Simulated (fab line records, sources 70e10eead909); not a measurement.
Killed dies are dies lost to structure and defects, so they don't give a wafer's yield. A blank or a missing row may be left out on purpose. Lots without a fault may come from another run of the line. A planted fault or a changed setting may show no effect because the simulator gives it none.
Chamber matching | flow nand_harc | NHARC_A_STAIRCASE_DESCUM_270 on rie_diel-13: 4 sister chambers
The step chemistry O2, time 3 s. 8 wafers are shown with their chamber, then 7 later ones without.

WAFERS WITH THEIR CHAMBER
wafer  | chamber | drypump_motor_current_A (A) | showerhead_plenum_p_Torr (Torr)
L080.4 | 2       | 6.5                         | 1.90
L084.5 | 1       | 6.4                         | 2.07
L084.6 | 0       | 6.3                         | 1.95
L086.2 | 0       | 6.3                         | 1.95
L086.4 | 3       | 5.5                         | 1.77
L086.5 | 1       | 6.4                         | 2.07
L093.2 | 2       | 6.5                         | 1.89
L093.5 | 3       | 5.6                         | 2.07

WAFERS WITHOUT THEIR CHAMBER
wafer  | drypump_motor_current_A (A) | showerhead_plenum_p_Torr (Torr)
L093.6 | 6.4                         | 1.89
L094.2 | 6.3                         | 1.94
L094.3 | 6.4                         | 2.06
L094.5 | 6.5                         | 1.89
L095.1 | 6.5                         | 1.89
L095.4 | 6.3                         | 1.94
L095.6 | 6.5                         | 1.88

WHICH CHAMBER EACH WENT THROUGH
wafer  | from the rows above          | in truth
L093.6 | can't be placed: 1 or 2 or 0 | 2
L094.2 | 0                            | 0
L094.3 | 1                            | 1
L094.5 | 2                            | 2
L095.1 | 2                            | 2
L095.4 | 0                            | 0
L095.6 | 2                            | 2
Placed correctly: 6 of 7. Can't be placed from these rows: 1 (the true chamber is among the candidates in 1). Placed wrongly: 0.
How it was worked out, from the rows above alone: a wafer's distance from a chamber is the root of the sum, over the readings, of the square of ((its reading less the chamber's mean) divided by the reading's scatter). The wafer belongs to the nearest chamber; if the next one is less than 2 further off, it can't be placed. A chamber's mean is the mean of its shown wafers. The scatter: the root of (the sum of the squares of (reading less its chamber's mean) over the shown wafers, divided by (wafers less chambers)).
